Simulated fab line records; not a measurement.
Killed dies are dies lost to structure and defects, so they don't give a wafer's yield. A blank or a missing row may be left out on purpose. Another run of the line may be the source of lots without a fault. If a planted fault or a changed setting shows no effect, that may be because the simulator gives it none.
Which tool was responsible? :: flow nand harc :: 72 wafers from 24 lots sampled at 5 of the route's 1302 steps

WHAT THE GAUGES READ, wafer by wafer
NHARC_A_BLC_CD_MEAS_10: the cd target is 100 nm.
lot: L075
measured: day 22 18:07
on: cd sem-02
cd nm (nm): 100.2 99.3 99.4

lot: L077
measured: day 23 03:37
on: cd sem-02
cd nm (nm): 100.1 99.2 99.4

lot: L076
measured: day 23 09:29
on: cd sem-03
cd nm (nm): 99.1 99.8 100.4

lot: L078
measured: day 23 11:41
on: cd sem-02
cd nm (nm): 101.2 100.3 100.8

lot: L074
measured: day 23 12:26
on: cd sem-02
cd nm (nm): 99.7 100.3 100.9

lot: L081
measured: day 24 11:07
on: cd sem-01
cd nm (nm): 100.3 100.1 98.5

lot: L079
measured: day 24 12:58
on: cd sem-03
cd nm (nm): 99.2 99.0 99.7

lot: L080
measured: day 24 14:53
on: cd sem-02
cd nm (nm): 99.9 99.7 100.5

lot: L083
measured: day 25 19:56
on: cd sem-01
cd nm (nm): 101.0 99.7 100.2

lot: L082
measured: day 25 23:44
on: cd sem-01
cd nm (nm): 99.1 101.3 100.0

lot: L085
measured: day 26 21:47
on: cd sem-02
cd nm (nm): 101.3 100.3 100.4

lot: L084
measured: day 27 09:40
on: cd sem-02
cd nm (nm): 100.6 99.9 100.3

lot: L086
measured: day 27 14:10
on: cd sem-03
cd nm (nm): 99.2 99.0 99.9

lot: L087
measured: day 28 14:29
on: cd sem-03
cd nm (nm): 100.6 99.3 99.6

lot: L090
measured: day 28 14:47
on: cd sem-03
cd nm (nm): 100.8 99.0 98.9

lot: L088
measured: day 28 18:57
on: cd sem-01
cd nm (nm): 100.1 100.0 100.0

lot: L089
measured: day 28 20:58
on: cd sem-02
cd nm (nm): 99.6 99.7 98.8

lot: L091
measured: day 29 02:29
on: cd sem-02
cd nm (nm): 101.0 100.9 100.3

lot: L092
measured: day 30 08:32
on: cd sem-01
cd nm (nm): 101.1 100.2 100.9

lot: L093
measured: day 30 15:01
on: cd sem-01
cd nm (nm): 100.0 99.1 99.6

lot: L095
measured: day 31 16:18
on: cd sem-03
cd nm (nm): 100.7 101.5 100.5

lot: L096
measured: day 31 18:17
on: cd sem-02
cd nm (nm): 99.7 100.4 99.5

lot: L094
measured: day 31 21:49
on: cd sem-02
cd nm (nm): 100.6 99.4 99.7

lot: L097
measured: day 32 12:53
on: cd sem-02
cd nm (nm): 99.1 99.4 100.5

NHARC_A_M1_OVL_MEAS_10: pitch 240 nm.
lot: L075
measured: day 23 02:11
on: overlay-01
overlay x nm (nm): 0.6 1.1 1.1
overlay y nm (nm): 1.0 1.3 0.8

lot: L077
measured: day 23 11:40
on: overlay-01
overlay x nm (nm): 1.9 1.9 1.9
overlay y nm (nm): 1.1 0.7 1.1

lot: L076
measured: day 23 18:20
on: overlay-01
overlay x nm (nm): -0.6 -0.3 -0.3
overlay y nm (nm): 0.6 0.9 0.5

lot: L078
measured: day 23 20:07
on: overlay-01
overlay x nm (nm): -0.3 -0.1 -0.1
overlay y nm (nm): 1.5 1.6 1.7

lot: L074
measured: day 23 21:10
on: overlay-02
overlay x nm (nm): 0.8 1.0 1.9
overlay y nm (nm): 0.2 0.4 0.6

lot: L081
measured: day 24 19:20
on: overlay-02
overlay x nm (nm): -1.2 -1.0 -1.6
overlay y nm (nm): 0.1 -0.7 0.0

lot: L079
measured: day 24 21:16
on: overlay-01
overlay x nm (nm): 0.5 0.3 0.3
overlay y nm (nm): -0.7 -0.1 -1.1

lot: L080
measured: day 24 23:17
on: overlay-01
overlay x nm (nm): 0.1 -0.4 0.4
overlay y nm (nm): 0.9 0.7 0.8

lot: L083
measured: day 26 04:18
on: overlay-01
overlay x nm (nm): 0.1 -0.4 0.5
overlay y nm (nm): 0.6 1.0 0.5

lot: L082
measured: day 26 07:55
on: overlay-01
overlay x nm (nm): 0.3 0.7 0.5
overlay y nm (nm): 1.6 1.1 1.7

lot: L085
measured: day 27 05:52
on: overlay-02
overlay x nm (nm): -0.5 -0.4 -0.4
overlay y nm (nm): 0.0 -0.2 -0.3

lot: L084
measured: day 27 17:38
on: overlay-02
overlay x nm (nm): -0.5 -0.3 -0.2
overlay y nm (nm): -0.2 0.0 0.0

lot: L086
measured: day 27 22:12
on: overlay-02
overlay x nm (nm): -0.6 -0.6 -0.6
overlay y nm (nm): 2.4 2.4 2.3

lot: L087
measured: day 28 22:42
on: overlay-02
overlay x nm (nm): -0.5 0.4 -0.6
overlay y nm (nm): -0.1 0.2 0.0

lot: L090
measured: day 29 00:40
on: overlay-02
overlay x nm (nm): -1.1 -0.7 -0.3
overlay y nm (nm): 1.4 1.1 1.1

lot: L088
measured: day 29 03:10
on: overlay-01
overlay x nm (nm): 0.5 0.4 1.2
overlay y nm (nm): 1.1 1.0 1.5

lot: L089
measured: day 29 05:06
on: overlay-02
overlay x nm (nm): 1.0 0.7 0.9
overlay y nm (nm): 0.4 0.7 0.7

lot: L091
measured: day 29 10:32
on: overlay-02
overlay x nm (nm): -0.8 -0.6 -0.9
overlay y nm (nm): -0.5 -1.0 -0.2

lot: L092
measured: day 30 16:47
on: overlay-02
overlay x nm (nm): 0.9 1.5 1.7
overlay y nm (nm): -0.6 -0.7 -0.9

lot: L093
measured: day 31 02:16
on: overlay-02
overlay x nm (nm): -1.7 -1.4 -0.9
overlay y nm (nm): 1.0 0.9 1.5

lot: L095
measured: day 32 00:31
on: overlay-01
overlay x nm (nm): 0.7 0.2 0.9
overlay y nm (nm): 0.3 0.5 0.6

lot: L096
measured: day 32 02:45
on: overlay-02
overlay x nm (nm): 0.9 0.7 1.4
overlay y nm (nm): -1.1 -0.5 -0.8

lot: L094
measured: day 32 06:12
on: overlay-02
overlay x nm (nm): 0.6 0.5 0.3
overlay y nm (nm): -0.3 0.2 0.1

lot: L097
measured: day 32 21:04
on: overlay-01
overlay x nm (nm): 0.3 0.4 0.7
overlay y nm (nm): 0.5 -0.2 -0.2

NHARC_A_BONDPAD_THK_MEAS_20: measures by xrf.
lot: L075
measured: day 23 09:22
on: film metro-02
thk nm (nm): 169.8 170.2 170.0

lot: L077
measured: day 23 18:54
on: film metro-02
thk nm (nm): 169.5 170.2 170.0

lot: L076
measured: day 24 01:27
on: film metro-02
thk nm (nm): 168.3 168.6 170.2

lot: L078
measured: day 24 03:14
on: film metro-01
thk nm (nm): 167.7 164.8 167.4

lot: L074
measured: day 24 04:12
on: film metro-02
thk nm (nm): 167.3 169.0 167.9

lot: L081
measured: day 25 02:25
on: film metro-02
thk nm (nm): 170.6 168.6 169.1

lot: L079
measured: day 25 04:30
on: film metro-01
thk nm (nm): 172.8 168.2 167.0

lot: L080
measured: day 25 06:37
on: film metro-01
thk nm (nm): 170.5 171.0 169.7

lot: L083
measured: day 26 11:40
on: film metro-01
thk nm (nm): 170.9 165.7 169.9

lot: L082
measured: day 26 15:01
on: film metro-02
thk nm (nm): 170.7 168.1 168.2

lot: L085
measured: day 27 13:07
on: film metro-01
thk nm (nm): 167.6 170.6 168.9

lot: L084
measured: day 28 08:07
on: film metro-01
thk nm (nm): 168.1 168.3 170.8

lot: L086
measured: day 28 12:42
on: film metro-01
thk nm (nm): 168.8 172.1 171.3

lot: L087
measured: day 29 06:01
on: film metro-01
thk nm (nm): 169.6 169.2 168.2

lot: L090
measured: day 29 07:56
on: film metro-01
thk nm (nm): 169.7 169.6 169.9

lot: L088
measured: day 29 10:19
on: film metro-02
thk nm (nm): 168.4 171.2 169.3

lot: L089
measured: day 29 12:12
on: film metro-02
thk nm (nm): 171.5 170.8 172.2

lot: L091
measured: day 29 17:58
on: film metro-02
thk nm (nm): 171.7 170.7 169.8

lot: L092
measured: day 31 00:02
on: film metro-01
thk nm (nm): 171.7 171.6 170.1

lot: L093
measured: day 31 09:39
on: film metro-02
thk nm (nm): 170.0 168.8 170.8

lot: L095
measured: day 32 07:46
on: film metro-02
thk nm (nm): 169.3 171.2 168.8

lot: L096
measured: day 32 10:17
on: film metro-02
thk nm (nm): 169.0 166.9 169.8

lot: L094
measured: day 32 13:44
on: film metro-02
thk nm (nm): 168.6 168.9 168.1

lot: L097
measured: day 33 04:17
on: film metro-02
thk nm (nm): 169.1 171.1 169.9

WHAT TOOL EACH LOT RAN ON (gives the tool, then ch and the chambers of the sampled wafers, and finally the start)
lot: L075
NHARC_A_BLC_ALD_23: ald metal-04 ch 0,1,3, day 22 20:11
NHARC_A_M0_PRE_CLEAN_31: pecvd-02 ch 0,2, day 23 00:55

lot: L077
NHARC_A_BLC_ALD_23: ald metal-02 ch 1,2,3, day 23 05:38
NHARC_A_M0_PRE_CLEAN_31: pecvd-03 ch 0,1,2, day 23 10:24

lot: L076
NHARC_A_BLC_ALD_23: ald metal-01 ch 1,3, day 23 11:30
NHARC_A_M0_PRE_CLEAN_31: pecvd-01 ch 0,1,2, day 23 16:22

lot: L078
NHARC_A_BLC_ALD_23: ald metal-02 ch 2,3, day 23 13:41
NHARC_A_M0_PRE_CLEAN_31: pecvd-02 ch 1,2, day 23 18:32

lot: L074
NHARC_A_BLC_ALD_23: ald metal-04 ch 0,1,2, day 23 14:25
NHARC_A_M0_PRE_CLEAN_31: pecvd-02 ch 1,2, day 23 19:47

lot: L081
NHARC_A_BLC_ALD_23: ald metal-01 ch 0,2,3, day 24 13:09
NHARC_A_M0_PRE_CLEAN_31: pecvd-02 ch 0,1,2, day 24 17:56

lot: L079
NHARC_A_BLC_ALD_23: ald metal-02 ch 0,2, day 24 14:58
NHARC_A_M0_PRE_CLEAN_31: pecvd-03 ch 0,2, day 24 19:50

lot: L080
NHARC_A_BLC_ALD_23: ald metal-04 ch 1,2,3, day 24 17:04
NHARC_A_M0_PRE_CLEAN_31: pecvd-02 ch 0,2, day 24 21:52

lot: L083
NHARC_A_BLC_ALD_23: ald metal-04 ch 2,3, day 25 21:59
NHARC_A_M0_PRE_CLEAN_31: pecvd-03 ch 1,2, day 26 03:01

lot: L082
NHARC_A_BLC_ALD_23: ald metal-01 ch 0,2, day 26 01:43
NHARC_A_M0_PRE_CLEAN_31: pecvd-03 ch 1,2, day 26 06:30

lot: L085
NHARC_A_BLC_ALD_23: ald metal-02 ch 0,2,3, day 26 23:49
NHARC_A_M0_PRE_CLEAN_31: pecvd-02 ch 1,2, day 27 04:27

lot: L084
NHARC_A_BLC_ALD_23: ald metal-04 ch 0,1,2, day 27 11:41
NHARC_A_M0_PRE_CLEAN_31: pecvd-03 ch 0,1,2, day 27 16:21

lot: L086
NHARC_A_BLC_ALD_23: ald metal-02 ch 1,2, day 27 16:09
NHARC_A_M0_PRE_CLEAN_31: pecvd-02 ch 1,2, day 27 20:55

lot: L087
NHARC_A_BLC_ALD_23: ald metal-04 ch 0,1, day 28 16:30
NHARC_A_M0_PRE_CLEAN_31: pecvd-02 ch 0,1,2, day 28 21:26

lot: L090
NHARC_A_BLC_ALD_23: ald metal-02 ch 0,1,3, day 28 16:50
NHARC_A_M0_PRE_CLEAN_31: pecvd-01 ch 1,2, day 28 23:24

lot: L088
NHARC_A_BLC_ALD_23: ald metal-02 ch 0,2,3, day 28 20:59
NHARC_A_M0_PRE_CLEAN_31: pecvd-02 ch 0,1, day 29 01:46

lot: L089
NHARC_A_BLC_ALD_23: ald metal-01 ch 0,2,3, day 28 22:59
NHARC_A_M0_PRE_CLEAN_31: pecvd-03 ch 0,1,2, day 29 03:48

lot: L091
NHARC_A_BLC_ALD_23: ald metal-02 ch 0,2,3, day 29 04:29
NHARC_A_M0_PRE_CLEAN_31: pecvd-03 ch 0,2, day 29 09:08

lot: L092
NHARC_A_BLC_ALD_23: ald metal-04 ch 1,2,3, day 30 10:46
NHARC_A_M0_PRE_CLEAN_31: pecvd-03 ch 0,2, day 30 15:24

lot: L093
NHARC_A_BLC_ALD_23: ald metal-01 ch 1,2, day 30 19:53
NHARC_A_M0_PRE_CLEAN_31: pecvd-02 ch 1, day 31 00:41

lot: L095
NHARC_A_BLC_ALD_23: ald metal-02 ch 1,3, day 31 18:19
NHARC_A_M0_PRE_CLEAN_31: pecvd-02 ch 0,1, day 31 23:07

lot: L096
NHARC_A_BLC_ALD_23: ald metal-01 ch 1,2,3, day 31 20:17
NHARC_A_M0_PRE_CLEAN_31: pecvd-02 ch 0,1, day 32 01:27

lot: L094
NHARC_A_BLC_ALD_23: ald metal-04 ch 0,1,2, day 31 23:49
NHARC_A_M0_PRE_CLEAN_31: pecvd-02 ch 0,2, day 32 04:48

lot: L097
NHARC_A_BLC_ALD_23: ald metal-02 ch 2,3, day 32 15:04
NHARC_A_M0_PRE_CLEAN_31: pecvd-02 ch 0,1, day 32 19:49
- NHARC_A_BLC_ALD_23: deposits TiN, target thk 3 nm, pulse time 1 s, ald cycles 150.
- NHARC_A_M0_PRE_CLEAN_31: time 12 s.

WHAT THE TOOLS THEMSELVES READ (means of the sampled wafers that have a number; where no wafer has one, the mark that the record gives instead)
NHARC_A_BLC_ALD_23.
lot: L075
tool: ald metal-04
heater power w (W): 1060
precursor pulse height rel: 1.017

lot: L077
tool: ald metal-02
heater power w (W): 1177
precursor pulse height rel: 0.975

lot: L076
tool: ald metal-01
heater power w (W): 1134
precursor pulse height rel: 1.016

lot: L078
tool: ald metal-02
heater power w (W): 1187
precursor pulse height rel: 0.985

lot: L074
tool: ald metal-04
heater power w (W): 1067
precursor pulse height rel: 0.993

lot: L081
tool: ald metal-01
heater power w (W): 1080
precursor pulse height rel: 0.998

lot: L079
tool: ald metal-02
heater power w (W): 1232
precursor pulse height rel: 1.011

lot: L080
tool: ald metal-04
heater power w (W): 1117
precursor pulse height rel: 0.983

lot: L083
tool: ald metal-04
heater power w (W): 1090
precursor pulse height rel: 1.008

lot: L082
tool: ald metal-01
heater power w (W): 1096
precursor pulse height rel: 0.976

lot: L085
tool: ald metal-02
heater power w (W): 1099
precursor pulse height rel: 0.999

lot: L084
tool: ald metal-04
heater power w (W): 1053
precursor pulse height rel: 0.996

lot: L086
tool: ald metal-02
heater power w (W): 1175
precursor pulse height rel: 0.982

lot: L087
tool: ald metal-04
heater power w (W): 1036
precursor pulse height rel: 1.014

lot: L090
tool: ald metal-02
heater power w (W): 1065
precursor pulse height rel: 1.000

lot: L088
tool: ald metal-02
heater power w (W): 1107
precursor pulse height rel: 0.995

lot: L089
tool: ald metal-01
heater power w (W): 1084
precursor pulse height rel: 1.000

lot: L091
tool: ald metal-02
heater power w (W): 1121
precursor pulse height rel: 0.990

lot: L092
tool: ald metal-04
heater power w (W): 1128
precursor pulse height rel: 1.003

lot: L093
tool: ald metal-01
heater power w (W): 1057
precursor pulse height rel: 1.016

lot: L095
tool: ald metal-02
heater power w (W): 1103
precursor pulse height rel: 0.993

lot: L096
tool: ald metal-01
heater power w (W): 1091
precursor pulse height rel: 1.011

lot: L094
tool: ald metal-04
heater power w (W): 1076
precursor pulse height rel: 1.012

lot: L097
tool: ald metal-02
heater power w (W): 1226
precursor pulse height rel: 1.009

NHARC_A_M0_PRE_CLEAN_31.
lot: L075
tool: pecvd-02
heater power w (W): 683

lot: L077
tool: pecvd-03
heater power w (W): 660

lot: L076
tool: pecvd-01
heater power w (W): 707

lot: L078
tool: pecvd-02
heater power w (W): 632

lot: L074
tool: pecvd-02
heater power w (W): 696

lot: L081
tool: pecvd-02
heater power w (W): 713

lot: L079
tool: pecvd-03
heater power w (W): 671

lot: L080
tool: pecvd-02
heater power w (W): 692

lot: L083
tool: pecvd-03
heater power w (W): 633

lot: L082
tool: pecvd-03
heater power w (W): 625

lot: L085
tool: pecvd-02
heater power w (W): 636

lot: L084
tool: pecvd-03
heater power w (W): 671

lot: L086
tool: pecvd-02
heater power w (W): 623

lot: L087
tool: pecvd-02
heater power w (W): 687

lot: L090
tool: pecvd-01
heater power w (W): 623

lot: L088
tool: pecvd-02
heater power w (W): 635

lot: L089
tool: pecvd-03
heater power w (W): 669

lot: L091
tool: pecvd-03
heater power w (W): 663

lot: L092
tool: pecvd-03
heater power w (W): 672

lot: L093
tool: pecvd-02
heater power w (W): 548

lot: L095
tool: pecvd-02
heater power w (W): 670

lot: L096
tool: pecvd-02
heater power w (W): 741

lot: L094
tool: pecvd-02
heater power w (W): 726

lot: L097
tool: pecvd-02
heater power w (W): 701

THE ANSWER, worked out from the rows above alone
Rule: what is usual is taken from the lots themselves. Put in order of their means at a reading, lots are off if they are a third of the lots or fewer, leave a main group of 4 or more, and stand apart from it by a gap of 3 or more times the standard deviation of the main group's means; of several such gaps the widest counts. Not used: any main group whose means are identical at the precision the tables above print for the reading. A lot without any number at a reading at which 4 lots or more have one is off too. All remaining lots with rows at the step are treated as sound. The gauges are gone through in route order, then the tools' own readings, and for those a lot's mean is taken as printed above. At the first step where some lot is off, the reading lying furthest off is the one used; lots without a number count as furthest.
Nothing can be told from this: no lot is off at any reading shown.

WHAT WAS PUT IN BY THE SIMULATOR
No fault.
